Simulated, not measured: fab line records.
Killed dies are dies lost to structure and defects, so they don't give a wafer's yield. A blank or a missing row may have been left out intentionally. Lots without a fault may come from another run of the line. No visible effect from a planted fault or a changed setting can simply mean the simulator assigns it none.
Which tool is to blame? / flow n5_finfet / Sampling: 12 lots, 34 wafers, 6 of 1938 route steps

== WHAT THE GAUGES SHOWED, per wafer ==
The record holds no reading of a measuring or inspecting step that can be judged against a usual standard deviation.

== EACH LOT AND THE TOOL THAT RAN IT (in order: tool; ch and the chambers of the sampled wafers; start) ==
lot=L270; N5_BEOL_M5_ANNEAL_82=pvd_sputter-01, day 8 12:02; N5_BEOL_M5_ECD_50=ecd_cu-01 ch 0,1, day 8 15:20; N5_BEOL_M5_ANNEAL_51=rtp_anneal-02 ch 0, day 8 15:54; N5_BEOL_M5_CMP_52=cmp-03 ch 0,2,3, day 8 16:14; N5_BEOL_M6_ILD_DEP_00=pecvd-04 ch 1,2, day 8 16:49; N5_PASSIVATION_PROBE_49=-
lot=L271; N5_BEOL_M5_ANNEAL_82=pvd_sputter-01, day 8 17:15; N5_BEOL_M5_ECD_50=ecd_cu-02 ch 0,1, day 8 20:34; N5_BEOL_M5_ANNEAL_51=rtp_anneal-01 ch 0, day 8 20:39; N5_BEOL_M5_CMP_52=cmp-02 ch 0,1,2, day 8 20:59; N5_BEOL_M6_ILD_DEP_00=pecvd-04 ch 0,1,2, day 8 21:35; N5_PASSIVATION_PROBE_49=-
lot=L274; N5_BEOL_M5_ANNEAL_82=pvd_sputter-02, day 9 11:58; N5_BEOL_M5_ECD_50=ecd_cu-01 ch 0,1, day 9 15:15; N5_BEOL_M5_ANNEAL_51=rtp_anneal-01 ch 0, day 9 15:23; N5_BEOL_M5_CMP_52=cmp-03 ch 1,2,3, day 9 15:39; N5_BEOL_M6_ILD_DEP_00=pecvd-04 ch 0,1, day 9 16:16; N5_PASSIVATION_PROBE_49=-
lot=L278; N5_BEOL_M5_ANNEAL_82=pvd_sputter-03, day 10 17:43; N5_BEOL_M5_ECD_50=ecd_cu-01 ch 0,1, day 10 21:01; N5_BEOL_M5_ANNEAL_51=rtp_anneal-01 ch 0, day 10 21:15; N5_BEOL_M5_CMP_52=cmp-04 ch 0, day 10 21:31; N5_BEOL_M6_ILD_DEP_00=pecvd-03 ch 2, day 10 22:07; N5_PASSIVATION_PROBE_49=prober-01, day 14 12:33
lot=L280; N5_BEOL_M5_ANNEAL_82=pvd_sputter-02, day 10 22:37; N5_BEOL_M5_ECD_50=ecd_cu-01 ch 0,1, day 11 01:55; N5_BEOL_M5_ANNEAL_51=rtp_anneal-01 ch 0, day 11 02:00; N5_BEOL_M5_CMP_52=cmp-04 ch 2,3, day 11 02:20; N5_BEOL_M6_ILD_DEP_00=pecvd-04 ch 0,1, day 11 02:55; N5_PASSIVATION_PROBE_49=-
lot=L282; N5_BEOL_M5_ANNEAL_82=pvd_sputter-01, day 10 22:52; N5_BEOL_M5_ECD_50=ecd_cu-02 ch 0, day 11 02:09; N5_BEOL_M5_ANNEAL_51=rtp_anneal-02 ch 0, day 11 02:14; N5_BEOL_M5_CMP_52=cmp-02 ch 1,2, day 11 02:44; N5_BEOL_M6_ILD_DEP_00=pecvd-04 ch 0,1, day 11 03:20; N5_PASSIVATION_PROBE_49=-
lot=L284; N5_BEOL_M5_ANNEAL_82=pvd_sputter-02, day 12 04:58; N5_BEOL_M5_ECD_50=ecd_cu-02 ch 0,1, day 12 08:16; N5_BEOL_M5_ANNEAL_51=rtp_anneal-02 ch 0, day 12 08:28; N5_BEOL_M5_CMP_52=cmp-02 ch 1,2, day 12 08:46; N5_BEOL_M6_ILD_DEP_00=pecvd-04 ch 0,1, day 12 09:41; N5_PASSIVATION_PROBE_49=-
lot=L285; N5_BEOL_M5_ANNEAL_82=pvd_sputter-03, day 12 09:14; N5_BEOL_M5_ECD_50=ecd_cu-02 ch 0,1, day 12 12:33; N5_BEOL_M5_ANNEAL_51=rtp_anneal-02 ch 0, day 12 12:43; N5_BEOL_M5_CMP_52=cmp-04 ch 0,3, day 12 12:55; N5_BEOL_M6_ILD_DEP_00=pecvd-04 ch 0,1, day 12 13:33; N5_PASSIVATION_PROBE_49=-
lot=L288; N5_BEOL_M5_ANNEAL_82=pvd_sputter-03, day 13 02:10; N5_BEOL_M5_ECD_50=ecd_cu-02 ch 0,1, day 13 05:28; N5_BEOL_M5_ANNEAL_51=rtp_anneal-01 ch 0, day 13 05:33; N5_BEOL_M5_CMP_52=cmp-04 ch 1,3, day 13 05:51; N5_BEOL_M6_ILD_DEP_00=pecvd-03 ch 0,1, day 13 06:28; N5_PASSIVATION_PROBE_49=-
lot=L289; N5_BEOL_M5_ANNEAL_82=pvd_sputter-02, day 13 15:41; N5_BEOL_M5_ECD_50=ecd_cu-02 ch 0,1, day 13 19:00; N5_BEOL_M5_ANNEAL_51=rtp_anneal-01 ch 0, day 13 19:32; N5_BEOL_M5_CMP_52=cmp-02 ch 0,1,3, day 13 19:51; N5_BEOL_M6_ILD_DEP_00=pecvd-02 ch 0,2, day 13 20:24; N5_PASSIVATION_PROBE_49=-
lot=L292; N5_BEOL_M5_ANNEAL_82=pvd_sputter-02, day 14 00:22; N5_BEOL_M5_ECD_50=ecd_cu-02 ch 0,1, day 14 03:40; N5_BEOL_M5_ANNEAL_51=rtp_anneal-01 ch 0, day 14 03:45; N5_BEOL_M5_CMP_52=cmp-02 ch 0,1,2, day 14 04:05; N5_BEOL_M6_ILD_DEP_00=pecvd-02 ch 0,1,2, day 14 04:42; N5_PASSIVATION_PROBE_49=-
lot=L291; N5_BEOL_M5_ANNEAL_82=pvd_sputter-01, day 14 08:29; N5_BEOL_M5_ECD_50=ecd_cu-02 ch 0,1, day 14 17:31; N5_BEOL_M5_ANNEAL_51=rtp_anneal-02 ch 0, day 14 17:44; N5_BEOL_M5_CMP_52=cmp-02 ch 0,1,3, day 14 17:57; N5_BEOL_M6_ILD_DEP_00=pecvd-04 ch 0,1,2, day 14 18:35; N5_PASSIVATION_PROBE_49=-
- N5_BEOL_M5_ANNEAL_82: time 1800 s.
- N5_BEOL_M5_ECD_50: material Cu, target thk 300 nm.
- N5_BEOL_M5_ANNEAL_51: time 90 s.
- N5_BEOL_M5_CMP_52: polishes, stops on SiCOH lowk, t overpolish 6.9 s, target thk 62 nm.
- N5_BEOL_M6_ILD_DEP_00: deposits SiCOH lowk from DEMS/porogen, target thk 179.75 nm, time 33.4 s.
- N5_PASSIVATION_PROBE_49

== WHAT THE TOOLS THEMSELVES READ (means of the sampled wafers that have a number; where no wafer has one, the mark that the record gives instead) ==
N5_BEOL_M5_ANNEAL_82. Usual: 822 W for heater_power_w, sd 89.
lot=L270; tool=pvd_sputter-01; heater_power_w (W)=834; flag=
lot=L271; tool=pvd_sputter-01; heater_power_w (W)=878; flag=
lot=L274; tool=pvd_sputter-02; heater_power_w (W)=768; flag=
lot=L278; tool=pvd_sputter-03; heater_power_w (W)=682; flag=
lot=L280; tool=pvd_sputter-02; heater_power_w (W)=846; flag=
lot=L282; tool=pvd_sputter-01; heater_power_w (W)=856; flag=
lot=L284; tool=pvd_sputter-02; heater_power_w (W)=796; flag=
lot=L285; tool=pvd_sputter-03; heater_power_w (W)=799; flag=
lot=L288; tool=pvd_sputter-03; heater_power_w (W)=808; flag=
lot=L289; tool=pvd_sputter-02; heater_power_w (W)=765; flag=
lot=L292; tool=pvd_sputter-02; heater_power_w (W)=817; flag=
lot=L291; tool=pvd_sputter-01; heater_power_w (W)=837; flag=

N5_BEOL_M5_ANNEAL_51. Usual: 226.1 for wafer_temp_C_max, sd 0.38.
lot=L270 tool=rtp_anneal-02 wafer_temp_C_max=226.0 flag=
lot=L271 tool=rtp_anneal-01 wafer_temp_C_max=226.6 flag=
lot=L274 tool=rtp_anneal-01 wafer_temp_C_max=226.4 flag=
lot=L278 tool=rtp_anneal-01 wafer_temp_C_max=226.3 flag=
lot=L280 tool=rtp_anneal-01 wafer_temp_C_max=226.1 flag=
lot=L282 tool=rtp_anneal-02 wafer_temp_C_max=225.5 flag=
lot=L284 tool=rtp_anneal-02 wafer_temp_C_max=225.8 flag=
lot=L285 tool=rtp_anneal-02 wafer_temp_C_max=225.8 flag=
lot=L288 tool=rtp_anneal-01 wafer_temp_C_max=226.2 flag=
lot=L289 tool=rtp_anneal-01 wafer_temp_C_max=226.5 flag=
lot=L292 tool=rtp_anneal-01 wafer_temp_C_max=226.4 flag=
lot=L291 tool=rtp_anneal-02 wafer_temp_C_max=225.8 flag=

N5_BEOL_M5_CMP_52. Usual: clearing_platen_down_force_psi 1.500 psi, standard deviation 0.003; motor_current_A 6.1 A, standard deviation 0.64; time_to_endpoint_s 61.7 s, standard deviation 2.8.
lot=L270; tool=cmp-03; clearing_platen_down_force_psi (psi)=1.499; motor_current_A (A)=6.3; time_to_endpoint_s (s)=62.9; flag=
lot=L271; tool=cmp-02; clearing_platen_down_force_psi (psi)=1.501; motor_current_A (A)=6.4; time_to_endpoint_s (s)=63.3; flag=
lot=L274; tool=cmp-03; clearing_platen_down_force_psi (psi)=1.501; motor_current_A (A)=5.9; time_to_endpoint_s (s)=59.9; flag=
lot=L278; tool=cmp-04; clearing_platen_down_force_psi (psi)=1.502; motor_current_A (A)=5.8; time_to_endpoint_s (s)=52.4; flag=OFF
lot=L280; tool=cmp-04; clearing_platen_down_force_psi (psi)=1.500; motor_current_A (A)=6.0; time_to_endpoint_s (s)=42.5; flag=OFF
lot=L282; tool=cmp-02; clearing_platen_down_force_psi (psi)=1.499; motor_current_A (A)=6.2; time_to_endpoint_s (s)=57.6; flag=
lot=L284; tool=cmp-02; clearing_platen_down_force_psi (psi)=1.499; motor_current_A (A)=6.1; time_to_endpoint_s (s)=62.0; flag=
lot=L285; tool=cmp-04; clearing_platen_down_force_psi (psi)=1.499; motor_current_A (A)=6.5; time_to_endpoint_s (s)=62.6; flag=
lot=L288; tool=cmp-04; clearing_platen_down_force_psi (psi)=1.499; motor_current_A (A)=6.1; time_to_endpoint_s (s)=63.4; flag=
lot=L289; tool=cmp-02; clearing_platen_down_force_psi (psi)=1.501; motor_current_A (A)=6.1; time_to_endpoint_s (s)=59.1; flag=
lot=L292; tool=cmp-02; clearing_platen_down_force_psi (psi)=1.501; motor_current_A (A)=6.3; time_to_endpoint_s (s)=58.7; flag=
lot=L291; tool=cmp-02; clearing_platen_down_force_psi (psi)=1.501; motor_current_A (A)=6.1; time_to_endpoint_s (s)=58.4; flag=

N5_BEOL_M6_ILD_DEP_00. Usual: chamber_pressure_Torr 4.999 Torr, standard deviation 0.011; heater_power_w 334 W, standard deviation 45; showerhead_plenum_p_Torr 5.740 Torr, standard deviation 0.018; throttle_valve_pct 14.0 %, standard deviation 0.5.
lot=L270; tool=pecvd-04; chamber_pressure_Torr (Torr)=5.003; heater_power_w (W)=346; showerhead_plenum_p_Torr (Torr)=5.740; throttle_valve_pct (%)=13.5; flag=
lot=L271; tool=pecvd-04; chamber_pressure_Torr (Torr)=5.008; heater_power_w (W)=332; showerhead_plenum_p_Torr (Torr)=5.729; throttle_valve_pct (%)=14.0; flag=
lot=L274; tool=pecvd-04; chamber_pressure_Torr (Torr)=5.006; heater_power_w (W)=363; showerhead_plenum_p_Torr (Torr)=5.742; throttle_valve_pct (%)=14.3; flag=
lot=L278; tool=pecvd-03; chamber_pressure_Torr (Torr)=4.995; heater_power_w (W)=324; showerhead_plenum_p_Torr (Torr)=5.707; throttle_valve_pct (%)=13.6; flag=
lot=L280; tool=pecvd-04; chamber_pressure_Torr (Torr)=4.989; heater_power_w (W)=338; showerhead_plenum_p_Torr (Torr)=5.728; throttle_valve_pct (%)=14.4; flag=
lot=L282; tool=pecvd-04; chamber_pressure_Torr (Torr)=4.984; heater_power_w (W)=312; showerhead_plenum_p_Torr (Torr)=5.732; throttle_valve_pct (%)=14.4; flag=
lot=L284; tool=pecvd-04; chamber_pressure_Torr (Torr)=4.985; heater_power_w (W)=276; showerhead_plenum_p_Torr (Torr)=5.730; throttle_valve_pct (%)=14.3; flag=
lot=L285; tool=pecvd-04; chamber_pressure_Torr (Torr)=4.990; heater_power_w (W)=304; showerhead_plenum_p_Torr (Torr)=5.730; throttle_valve_pct (%)=14.4; flag=
lot=L288; tool=pecvd-03; chamber_pressure_Torr (Torr)=5.006; heater_power_w (W)=367; showerhead_plenum_p_Torr (Torr)=5.752; throttle_valve_pct (%)=14.0; flag=
lot=L289; tool=pecvd-02; chamber_pressure_Torr (Torr)=4.990; heater_power_w (W)=335; showerhead_plenum_p_Torr (Torr)=5.750; throttle_valve_pct (%)=13.5; flag=
lot=L292; tool=pecvd-02; chamber_pressure_Torr (Torr)=5.001; heater_power_w (W)=303; showerhead_plenum_p_Torr (Torr)=5.739; throttle_valve_pct (%)=13.6; flag=
lot=L291; tool=pecvd-04; chamber_pressure_Torr (Torr)=5.005; heater_power_w (W)=360; showerhead_plenum_p_Torr (Torr)=5.749; throttle_valve_pct (%)=14.0; flag=

N5_PASSIVATION_PROBE_49. Usual: defect_limited_yield 91.1 %, standard deviation 1.3; killed_at_M0_to_M3 34, standard deviation 10; killed_at_M4_up 14, standard deviation 5.7; killed_at_contacts 12, standard deviation 5.9; killed_at_front_end 41, standard deviation 12; killed_at_other 4, standard deviation 3.1; killed_dies 105, standard deviation 15; killed_open 69, standard deviation 11; killed_short 35, standard deviation 7.8; sort_bin_5_function 5.3 %, standard deviation 0.81; sort_bin_6_memory 3.3 %, standard deviation 0.75; sort_bin_8_speed 0.00 %, standard deviation 0.007; sort_n_pass 1075, standard deviation 15; sort_yield_pct 91.1 %, standard deviation 1.3.
lot=L278; tool=prober-01; defect_limited_yield (%)=91.8; killed_at_M0_to_M3=30; killed_at_M4_up=15; killed_at_contacts=10; killed_at_front_end=38; killed_at_other=4; killed_dies=97; killed_open=70; killed_short=24; sort_bin_5_function (%)=4.7; sort_bin_6_memory (%)=3.3; sort_bin_8_speed (%)=0.00; sort_n_pass=1083; sort_yield_pct (%)=91.8; flag=

== THE ANSWER, worked out from the rows above alone ==
Rule: a lot counts as off when the mean over its wafers that have a number is more than 3 standard deviations away from the usual mean. Also off: a lot with no number at a reading for which 4 or more lots have one. The other lots that the step has rows for count as sound. After the gauges, taken in route order, come the tools' own readings; for these a lot's mean is taken, as printed above. At the first step where some lot is off, the reading lying furthest off is the one used; lots without a number count as furthest.
Off, at N5_BEOL_M5_CMP_52 on time_to_endpoint_s: L278, L280.
A tool fits if, at that step or a process step before it, it ran every lot that is off, and no sound lot after the first of them. One fits: ecd_cu-01 at N5_BEOL_M5_ECD_50. Its last sound lot is L274 (day 9 15:15), its first lot that is off L278 (day 10 21:01): a fault that began between those two fits.

== WHAT THE SIMULATOR HAD INSERTED ==
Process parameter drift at N5_BEOL_M5_ECD_50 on ecd_cu-01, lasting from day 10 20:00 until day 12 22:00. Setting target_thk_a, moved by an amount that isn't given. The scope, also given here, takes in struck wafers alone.
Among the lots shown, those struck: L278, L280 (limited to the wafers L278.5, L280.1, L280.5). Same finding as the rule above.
